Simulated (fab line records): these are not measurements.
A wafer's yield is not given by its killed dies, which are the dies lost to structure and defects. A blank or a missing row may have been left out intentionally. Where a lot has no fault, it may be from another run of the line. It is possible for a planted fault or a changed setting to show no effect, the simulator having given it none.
fab line records -- flow n5Finfet
record lots=4, wafers=12, lastDay=14
route steps=1938 shown BEOL_M10@1527 BEOL_M11@1536 PASSIVATION@1936
lots untouched by any fault: they come from a run of this same line in which no faults occurred
startH: hours from the record's opening day to when the first of the lot's shown wafers began -- waitH: hours since the lot's step before -- " identical to the entry in the row above -- L1.1+2: a single row standing in for several wafers -- - value missing, or start not given -- * or withheld: withheld -- < > ~ a bound
route shown NAME@n: NAME is a module with steps in the file, n the number in the route of the first one -- usual: mean and standard deviation over wafers with no fault -- same: alike in all rows -- chamber/n: place in a boat -- sites: readings site by site -- _std_site: their standard deviation -- _edge_site: mean of outer sites minus mean of inner sites -- radiusMm: how far each site lies from the wafer's centre -- mask NAME#n: copy n -- behind: the last tool/chamber to shape the wafer -- hold: why the lot was held/for how many hours/how that ended -- device: names the non-switching transistor (n, p or np) -- end of line: at the end of the route, the tests of the same wafers -- a step without rows: its recipe alone -- killed: count of dies lost to structure and defects at first sort (not the wafer's yield) -- map: shows each die of a wafer: x if killed, . if not, _ if none is there
set.NAME: setting as actually run; set.NAME@STEP: the setting as run at that earlier step -- model.NAME: the simulator's own value behind a step, which no gauge read
a table for each step, a row for each wafer; lots at some steps of the route
services: the hour from which a tool's chamber was out of use, counted from the record's first day as startH (under 0 if before that day), plus the number of hours and why
## steps
# step N5_BEOL_M10_SPUTTER_48
# recipe material=Cu, targetThkA=120, tempC=-20, biasV=60, powerW=26000, chamberPressurePa=0.13, timeS=2
# step N5_BEOL_M10_ECD_50
# recipe material=Cu, targetThkA=3180
# step N5_BEOL_M10_ANNEAL_51
# recipe tempC=225, timeS=90, ambient=N2
# step N5_BEOL_M10_CMP_52
# recipe stopOn=SiCOH_lowk, tOverpolishS=7, downForcePsi=1, platenRpm=50, clearingPlatenDownForcePsi=1.5, clearingPlatenRpm=50, postCmpClean=cuAlkaline, targetThkNm=140, clearingPlatenPadVelocityMS=0.99484, padVelocityMS=0.99484
# step N5_BEOL_M10_PRE_CLEAN_55
# recipe gas=NH3, timeS=15, tempC=withheld, rfPowerW=300
# step N5_BEOL_M10_DEP_56
# recipe material=SiCN, targetThkA=150, tempC=withheld, precursor=3MS/NH3, pressureTorr=3, rfW=202, timeS=26.5
# step N5_BEOL_M11_ILD_DEP_00
# recipe material=SiCOH_lowk, targetThkA=3085.1, tempC=300, precursor=DEMS/porogen, pressureTorr=5, rfW=500, timeS=58
# step N5_BEOL_M11_CURE_71
# recipe tempC=385, timeS=240, ambient=He/Ar, material=SiCOH_lowk
# step N5_BEOL_M11_PECVD_70
# recipe material=SiO2, targetThkA=200, tempC=400, precursor=TEOS/O2, pressureTorr=5.5, rfW=450, teosFlowSccm=53.8, gas=O2, flowSccm=3000, timeS=22.7
# usual chamberPressureTorr=5.499/0.012, heaterPowerOuterW=404/71, heaterPowerW=697/110, showerheadPlenumPTorr=8.77/0.05, throttleValvePct=22.6/1.4
lot.wafer,tool,chamber,startH,waitH,chamberPressureTorr,heaterPowerOuterW,heaterPowerW,showerheadPlenumPTorr,throttleValvePct,model.SiO2_of_BEOL_M11_PECVD_70.thkNm
L551.1,pecvd-03,0,228.36,0.0,5.513,449,795,8.81,22.3,19.8
L551.3,pecvd-03,1,228.36,0.0,5.506,403,723,8.77,25.9,20.2
L551.6,pecvd-03,1,228.36,0.0,5.472,396,707,8.77,25.5,20.4
L560.1,pecvd-03,1,286.65,0.0,5.486,469,810,8.76,26.1,19.8
L560.2,pecvd-03,0,286.65,0.0,5.502,468,843,8.80,22.4,13.2
L560.6,pecvd-03,1,286.65,0.0,5.483,475,780,8.77,25.7,20
L561.3,pecvd-03,1,293.65,0.0,5.488,400,714,8.79,25.8,13.2
L561.4,pecvd-03,1,293.65,0.0,5.504,406,713,8.80,25.8,13.6
L561.6,pecvd-03,0,293.65,0.0,5.521,466,797,8.80,22.4,20.4
L562.4,pecvd-02,1,295.39,0.1,5.502,454,726,8.66,21.4,20.4
L562.5,pecvd-02,0,295.39,0.1,5.490,370,672,8.83,22.7,20.2
L562.6,pecvd-02,2,295.39,0.1,5.516,561,976,8.79,21.4,20
# step N5_BEOL_M11_HM_DEP_02
# recipe material=TiN, targetThkA=200, tempC=25, chamberPressurePa=0.49996
# step N5_BEOL_M11_COAT_59
# recipe resist=SOC, tempC=250, timeS=60, spinRpm=1500, resistThkNm=100
# step N5_BEOL_M11_COAT_60
# recipe resist=SiARC, tempC=220, timeS=60, spinRpm=1500, resistThkNm=30
# step N5_BEOL_M11_COAT_05
# recipe resist=CAR-ArF, spinRpm=1500, resistThkNm=90
# step N5_BEOL_M11_EBR_07
# recipe solvent=PGMEA, ebrWidthMm=1.5
# step N5_BEOL_M11_SOFTBAKE_06
# recipe tempC=110, timeS=60, resist=CAR-ArF
# step N5_BEOL_M11_EXPOSE_08
# recipe maskId=M11, na=1.35, sourceShape=dipole, sigmaInner=0.411, sigmaOuter=0.611, polarization=te, doseMj=53.75
# step N5_BEOL_M11_PEB_09
# recipe pebTempC=withheld, pebTimeS=60, resist=CAR-ArF
# step N5_BEOL_M11_DEVELOP_10
# recipe developTimeS=30, developer=TMAH, resist=CAR-ArF, rinseLiquid=diw, dry=airSpin, devTempC=23
# step N5_BEOL_M11_DESCUM_16
# recipe chemistry=O2, timeS=7.9, sourcePowerW=50, biasPowerW=20, pressureMtorr=20, rfFrequencyHz=2.712e+07, tempC=40, resist=CAR-ArF, o2FlowSccm=225
# step N5_BEOL_M11_ETCH_61
# recipe chemistry=CF4, target=SiARC, targetDepthA=390, maskMaterial=CAR-ArF, timeS=65, ionEnergyEv=80, pressureMtorr=40, sourceW=545, biasW=36, Ar_flow_sccm=100, cf4FlowSccm=100, ends=cleared
# step N5_BEOL_M11_ETCH_62
# recipe chemistry=N2/H2, target=SOC, targetDepthA=1100, overetchA=220, maskMaterial=SiARC, tempC=40, timeS=165, ionEnergyEv=200, pressureMtorr=30, sourceW=840, biasW=150, n2FlowSccm=200, h2FlowSccm=200
# step N5_BEOL_M11_STRIP_68
# recipe chemistry=N2/H2, tempC=40, n2FlowSccm=200, h2FlowSccm=200, rfFrequencyHz=6e+07
# step N5_BEOL_M11_STRIP_67
# recipe chemistry=CF4, resist=SiARC, powerW=300, biasPowerW=75, pressureMtorr=50, cf4FlowSccm=150, rfFrequencyHz=6e+07
# step N5_BEOL_M11_HM_OPEN_17
# recipe chemistry=Cl2/BCl3, targetDepthA=200, overetchA=60, target=TiN, maskMaterial=SOC, ionEnergyEv=150, pressureMtorr=10, icpW=1000, biasW=126, Cl2_flow_sccm=53.25, bcl3FlowSccm=21.75, Ar_flow_sccm=25
# step N5_BEOL_M11_STRIP_19
# recipe chemistry=O2, powerW=400, tempC=40, pressureMtorr=30, rfFrequencyHz=6e+07, biasPowerW=0, overashFraction=0.2, o2FlowSccm=225
# step N5_BEOL_M11_COAT_63
# recipe resist=SOC, tempC=250, timeS=60, spinRpm=1500, resistThkNm=100
# step N5_BEOL_M11_COAT_64
# recipe resist=SiARC, tempC=220, timeS=60, spinRpm=1500, resistThkNm=30
# step N5_BEOL_M11_COAT_22
# recipe resist=CAR-ArF, spinRpm=1500, resistThkNm=90
# step N5_BEOL_M11_EBR_24
# recipe solvent=PGMEA, ebrWidthMm=1.5
# step N5_BEOL_M11_SOFTBAKE_23
# recipe tempC=110, timeS=60, resist=CAR-ArF
# step N5_BEOL_M11_EXPOSE_25
# recipe maskId=V10, na=1.35, sourceShape=annular, sigmaInner=0.5, sigmaOuter=0.8, polarization=unpolarized, doseMj=85.5
# step N5_BEOL_M11_PEB_26
# recipe pebTempC=withheld, pebTimeS=60, resist=CAR-ArF
# step N5_BEOL_M11_DEVELOP_27
# recipe developTimeS=30, developer=TMAH, resist=CAR-ArF, rinseLiquid=diw, dry=airSpin, devTempC=23
# step N5_BEOL_M11_HM_STRIP_39
# recipe chemistry=peroxideTinStrip, material=TiN, targetDepthA=250, tempC=50, timeS=158
lot.wafer,tool,chamber,startH,waitH,model.SiO2_of_BEOL_M11_PECVD_70.thkNm
L551.1,wetBench-04,6,230.69,0.0,19.6
L551.3,wetBench-04,1,230.69,0.0,20
L551.6,wetBench-04,0,230.69,0.0,20.2
L560.1,wetBench-05,6,291.76,0.0,19.6
L560.2,wetBench-05,2,291.76,0.0,13
L560.6,wetBench-05,0,291.76,0.0,20
L562.4,wetBench-05,0,298.11,0.0,20.4
L562.5,wetBench-05,4,298.11,0.0,20
L562.6,wetBench-05,1,298.11,0.0,19.8
L561.3,wetBench-04,7,299.00,0.0,13
L561.4,wetBench-04,4,299.00,0.0,13.4
L561.6,wetBench-04,0,299.00,0.0,20.2
# step N5_BEOL_M11_CMP_52
# recipe stopOn=SiCOH_lowk, tOverpolishS=7, downForcePsi=1, platenRpm=50, clearingPlatenDownForcePsi=1.5, clearingPlatenRpm=50, postCmpClean=cuAlkaline, targetThkNm=140, clearingPlatenPadVelocityMS=0.99484, padVelocityMS=0.99484
# usual barrierFieldEndpointS=29.0/0.64, motorCurrentA=6.1/0.57
lot.wafer,tool,chamber,startH,waitH,barrierFieldEndpointS,motorCurrentA
L551.3,cmp-04,0,233.95,0.7,28.9,5.7
L551.1,cmp-04,2,233.95,0.7,28.1,5.6
L551.6,cmp-04,0,233.95,0.7,29.5,5.8
L560.1,cmp-03,3,294.23,0.3,28.4,5.7
L560.2,cmp-03,2,294.23,0.3,20.5,6.4
L560.6,cmp-03,0,294.23,0.3,28.3,6.5
L562.4,cmp-01,0,299.99,0.2,29.6,6.6
L562.6,cmp-01,2,299.99,0.2,29.4,5.3
L562.5,cmp-01,3,299.99,0.2,29.2,5.9
L561.3,cmp-04,2,301.02,0.2,20.6,5.9
L561.4,cmp-04,3,301.02,0.2,21.7,7.1
L561.6,cmp-04,1,301.02,0.2,29.4,5.6
# step N5_PASSIVATION_PROBE_49
# usual defectLimitedYield=91.3/1.3, killed_at_M0_to_M3=35/13, killed_at_M4_up=13/5.2, killedAtContacts=12/6.2, killedAtFrontEnd=39/9.6, killedAtOther=3.1/2.6, killedDies=102/16, killedOpen=68/13, killedShort=33/6.9, sort_bin_5_function=5.1/0.87, sort_bin_6_memory=3.3/0.67, sortNPass=1078/16, sortYieldPct=91.3/1.3
# same grossDies=1180, killedAtBackSide=0, sort_bin_4_leakage[%]=0, sort_bin_8_speed[%]=0
lot.wafer,tool,chamber,startH,waitH,defectLimitedYield[%],killed_at_M0_to_M3,killed_at_M4_up,killedAtContacts,killedAtFrontEnd,killedAtOther,killedDies,killedOpen,killedShort,sort_bin_5_function[%],sort_bin_6_memory[%],sortNPass,sortYieldPct[%]
L561.3,prober-01,-,341.91,0.1,92.1,20,9,8,54,2,93,57,35,4.5,3.1,1087,92.1
L561.4,prober-01,-,341.96,0.2,91.7,32,11,14,41,0,98,69,28,4.7,3.6,1082,91.7
L561.6,prober-01,-,342.06,0.3,91.7,22,10,12,46,8,98,65,32,5.4,2.7,1082,91.7
# killed by level:class
L561.3 FIN_SAQP:geometricParticle:short=13 STI_FIN_REVEAL:geometricParticle:open=13 FIN_SAQP:geometricParticle:open=5 MOL_CONTACT_COAG:geometricParticle:open=5 BEOL_M1:geometricParticle:open=5 STI_FIN_REVEAL:geometricParticle:short=4 STARTING-WAFER:geometricParticle:short=4 DUMMY_GATE:geometricParticle:open=4
L561.4 STI_FIN_REVEAL:geometricParticle:open=13 MOL_CONTACT_COAG:geometricParticle:open=11 BEOL_M2:geometricParticle:open=10 FIN_SAQP:geometricParticle:short=7 DUMMY_GATE:geometricParticle:open=6 BEOL_M0_SAQP:geometricParticle:open=5 BEOL_M3:geometricParticle:open=5 BEOL_M0:geometricParticle:open=4
L561.6 STI_FIN_REVEAL:geometricParticle:open=16 FIN_SAQP:geometricParticle:short=10 MOL_CONTACT_COAG:geometricParticle:open=9 BEOL_M1:geometricParticle:open=7 BEOL_M2:geometricParticle:open=7 STI_FIN_REVEAL:geometricParticle:short=5 BEOL_M4:geometricParticle:open=4 MOL_CONTACT_COAG:geometricParticle:short=3
## services
tool,chamber,startH,hours,kind
cmp-03,-,208.04,34.2,repair
cmp-01,-,227.14,8.5,repair
cmp-04,-,233.26,0.4,repair
pecvd-03,-,243.56,0.8,repair
pecvd-02,1,254.24,5.4,repair
cmp-04,-,269.15,1.0,repair
cmp-01,-,271.91,4.0,pm
cmp-01,-,275.91,-,consumableReplace:conditioner
cmp-01,-,275.91,-,consumableReplace:pad
pecvd-03,2,281.75,5.9,repair
cmp-03,-,281.92,1.9,repair
cmp-01,-,282.21,2.8,repair
pecvd-03,1,300.38,-,calibration
## key
firstSign step=N5_BEOL_M11_CMP_52, reading=barrierFieldEndpointS, direction=down, sigmas=12, usual=29.0, struck=21.0
effect none on later readings
modelEffect step=N5_BEOL_M11_PECVD_70, value=SiO2_of_BEOL_M11_PECVD_70.thkNm, without=19.87, struck=13.33
modelEffect step=N5_BEOL_M11_HM_STRIP_39, value=SiO2_of_BEOL_M11_PECVD_70.thkNm, without=19.67, struck=13.13
metAt N5_BEOL_M11_PECVD_70
struckWafers L560.2,L561.3,L561.4
onsetBetween 228.36 286.65
fault kind=processParameterDrift, tool=pecvd-03, chamber=-, onsetH=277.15, steps=N5_BEOL_M11_PECVD_70, channel=timeS, offset=*, shape=step, endH=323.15, scope=struckWafersOnly, actsIn=*, stated=*
